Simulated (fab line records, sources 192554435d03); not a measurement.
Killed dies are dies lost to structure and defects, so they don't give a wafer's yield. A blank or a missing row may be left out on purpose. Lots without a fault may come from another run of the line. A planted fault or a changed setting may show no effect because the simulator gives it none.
Chamber matching | flow n5_finfet | N5_BEOL_M0_SAQP_ALD_48 on ald_sin-03: 4 sister chambers
The step deposits SiO2, target thk 20 nm, pulse time 1 s, co reactant pulse time 1 s. 14 wafers are shown with their chamber, then 7 later ones without.

WAFERS WITH THEIR CHAMBER
wafer  | chamber | heater_power_outer_w (W) | heater_power_w (W) | precursor_pulse_height_rel
L075.2 | 2       | 37                       | 71                 | 1.013
L075.3 | 1       | 43                       | 79                 | 0.969
L075.5 | 1       | 43                       | 81                 | 1.001
L076.1 | 0       | 35                       | 74                 | 1.016
L076.2 | 2       | 36                       | 71                 | 1.018
L076.6 | 1       | 41                       | 79                 | 0.990
L079.1 | 3       | 42                       | 81                 | 1.008
L079.3 | 0       | 36                       | 76                 | 1.012
L079.6 | 2       | 37                       | 71                 | 1.016
L080.3 | 1       | 42                       | 80                 | 1.033
L080.5 | 1       | 41                       | 80                 | 1.028
L080.6 | 0       | 36                       | 72                 | 1.002
L086.1 | 3       | 42                       | 83                 | 1.019
L086.3 | 2       | 37                       | 72                 | 1.047

SIGNATURES (means of the wafers above)
reading                    | chamber 0 | chamber 1 | chamber 2 | chamber 3 | scatter within a chamber
heater_power_outer_w       | 35.67     | 42.00     | 36.75     | 42.00     | 0.736
heater_power_w             | 74.00     | 79.80     | 71.25     | 82.00     | 1.16
precursor_pulse_height_rel | 1.01000   | 1.00420   | 1.02350   | 1.01350   | 0.0194
Rule: a wafer's distance from a chamber is the root of the sum, over the readings, of the square of ((its reading less the chamber's mean) divided by the reading's scatter). The wafer belongs to the nearest chamber; if the next one is less than 2 further off, it can't be placed. The scatter: the root of (the sum of the squares of (reading less its chamber's mean) over the shown wafers, divided by (wafers less chambers)).

WAFERS WITHOUT THEIR CHAMBER
wafer  | heater_power_outer_w (W) | heater_power_w (W) | precursor_pulse_height_rel
L086.5 | 36                       | 70                 | 1.004
L094.1 | 45                       | 83                 | 1.018
L094.2 | 43                       | 78                 | 0.970
L094.5 | 37                       | 73                 | 1.002
L096.1 | 36                       | 75                 | 0.973
L096.3 | 45                       | 85                 | 0.982
L096.4 | 42                       | 79                 | 0.977

WHICH CHAMBER EACH WENT THROUGH
wafer  | from the rows above     | in truth
L086.5 | can't be placed: 2 or 0 | 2
L094.1 | can't be placed: 3 or 1 | 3
L094.2 | can't be placed: 1 or 3 | 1
L094.5 | can't be placed: 2 or 0 | 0
L096.1 | 0                       | 0
L096.3 | can't be placed: 3 or 1 | 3
L096.4 | can't be placed: 1 or 3 | 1
Placed correctly: 1 of 7. Can't be placed from these rows: 6 (the true chamber is among the candidates in 6). Placed wrongly: 0.
